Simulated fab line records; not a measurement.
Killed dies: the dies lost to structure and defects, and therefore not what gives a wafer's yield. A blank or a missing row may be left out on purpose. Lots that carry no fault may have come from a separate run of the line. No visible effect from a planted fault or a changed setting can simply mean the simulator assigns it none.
Which of the tools did it? / flow n5Finfet / 10 lots with 27 wafers sampled at 4 steps, on a route of 1938 steps

## WHAT THE GAUGES READ, wafer by wafer
N5_BEOL_M15_THK_MEAS_50: measures by xrf.
lot=L684; measured=day 12 04:28; on=filmMetro-02; M15_THK (nm)=883 864 852
lot=L691; measured=day 13 07:20; on=filmMetro-01; M15_THK (nm)=650 856
lot=L690; measured=day 13 13:46; on=filmMetro-02; M15_THK (nm)=645 850
lot=L695; measured=day 14 15:03; on=filmMetro-01; M15_THK (nm)=631 862
lot=L697; measured=day 15 09:09; on=filmMetro-02; M15_THK (nm)=851 860 863
lot=L699; measured=day 15 21:18; on=filmMetro-02; M15_THK (nm)=847 834 844
lot=L702; measured=day 16 04:49; on=filmMetro-02; M15_THK (nm)=851 855 855
lot=L704; measured=day 17 00:06; on=filmMetro-01; M15_THK (nm)=856 839 862
lot=L705; measured=day 17 13:07; on=filmMetro-02; M15_THK (nm)=848 865 859
lot=L706; measured=day 17 16:22; on=filmMetro-02; M15_THK (nm)=853 855 851

## EACH LOT AND THE TOOL THAT RAN IT (in order: tool; ch and the chambers of the sampled wafers; start)
lot=L684; N5_BEOL_M15_ETCH_61=rieDiel-03 ch 0,1,3, day 12 01:48; N5_BEOL_M15_TRENCH_ETCH_34=rieDiel-03 ch 0,1,3, day 12 01:51; N5_BEOL_M15_CMP_49=cmp-04 ch 1,2,3, day 12 04:15
lot=L691; N5_BEOL_M15_ETCH_61=rieDiel-03 ch 1,2, day 13 05:00; N5_BEOL_M15_TRENCH_ETCH_34=rieDiel-03 ch 1,2, day 13 05:04; N5_BEOL_M15_CMP_49=cmp-04 ch 0,1, day 13 07:03
lot=L690; N5_BEOL_M15_ETCH_61=rieDiel-03 ch 0,2, day 13 08:59; N5_BEOL_M15_TRENCH_ETCH_34=rieDiel-03 ch 0,2, day 13 09:02; N5_BEOL_M15_CMP_49=cmp-04 ch 0,3, day 13 13:35
lot=L695; N5_BEOL_M15_ETCH_61=rieDiel-03 ch 1,3, day 14 09:52; N5_BEOL_M15_TRENCH_ETCH_34=rieDiel-03 ch 1,3, day 14 09:55; N5_BEOL_M15_CMP_49=cmp-03 ch 1, day 14 14:48
lot=L697; N5_BEOL_M15_ETCH_61=rieDiel-01 ch 1,2,3, day 15 05:18; N5_BEOL_M15_TRENCH_ETCH_34=rieDiel-01 ch 1,2,3, day 15 05:21; N5_BEOL_M15_CMP_49=cmp-04 ch 0,1, day 15 08:53
lot=L699; N5_BEOL_M15_ETCH_61=rieDiel-02 ch 0,2, day 15 17:52; N5_BEOL_M15_TRENCH_ETCH_34=rieDiel-02 ch 0,2, day 15 17:55; N5_BEOL_M15_CMP_49=cmp-02 ch 0,1,2, day 15 21:05
lot=L702; N5_BEOL_M15_ETCH_61=rieDiel-02 ch 1,2, day 16 01:44; N5_BEOL_M15_TRENCH_ETCH_34=rieDiel-02 ch 1,2, day 16 01:48; N5_BEOL_M15_CMP_49=cmp-03 ch 1,2, day 16 04:34
lot=L704; N5_BEOL_M15_ETCH_61=rieDiel-03 ch 1,2,3, day 16 20:24; N5_BEOL_M15_TRENCH_ETCH_34=rieDiel-03 ch 1,2,3, day 16 20:27; N5_BEOL_M15_CMP_49=cmp-02 ch 2,3, day 16 23:50
lot=L705; N5_BEOL_M15_ETCH_61=rieDiel-02 ch 0,1,2, day 17 05:50; N5_BEOL_M15_TRENCH_ETCH_34=rieDiel-02 ch 0,1,2, day 17 05:53; N5_BEOL_M15_CMP_49=cmp-04 ch 1,2, day 17 12:52
lot=L706; N5_BEOL_M15_ETCH_61=rieDiel-01 ch 0,1,3, day 17 14:07; N5_BEOL_M15_TRENCH_ETCH_34=rieDiel-01 ch 0,1,3, day 17 14:10; N5_BEOL_M15_CMP_49=cmp-03 ch 0,3, day 17 16:04
- N5_BEOL_M15_ETCH_61: etches BARC in N2/H2, target depth 89 nm, overetch 26.7 nm, time 67.9 s.
- N5_BEOL_M15_TRENCH_ETCH_34: etches SiO2 in C4F8/O2/Ar, target depth 872.93 nm, time 199 s.
- N5_BEOL_M15_CMP_49: polishes, stops on SiO2, t overpolish 4.9 s, target thk 850 nm.

## THE ANSWER, worked out from the rows above alone
Rule: the usual values come from the lots themselves. The widest of any qualifying gaps counts: lots, ordered by their means at a reading, are off when they make up no more than a third of the lots, leave a main group of 4 or more, and stand apart from it by 3 or more times the standard deviation of that group's means. A main group whose means are all the same, to the digits that the tables above print for the reading, isn't used. A lot without any number at a reading at which 4 lots or more have one is off too. Where the step has rows for the other lots, those lots are counted as sound.
Off: L691, L690, L695, at N5_BEOL_M15_THK_MEAS_50 (M15_THK). Main group: mean 855 nm, sd 6.9.
A tool fits if, at a process step before that reading, it ran every lot that is off, and no sound lot after the first of them. The gauges at N5_BEOL_M15_THK_MEAS_50 are tried like those tools. Not one of the candidates tried fits.

## WHAT THE SIMULATOR HAD INSERTED
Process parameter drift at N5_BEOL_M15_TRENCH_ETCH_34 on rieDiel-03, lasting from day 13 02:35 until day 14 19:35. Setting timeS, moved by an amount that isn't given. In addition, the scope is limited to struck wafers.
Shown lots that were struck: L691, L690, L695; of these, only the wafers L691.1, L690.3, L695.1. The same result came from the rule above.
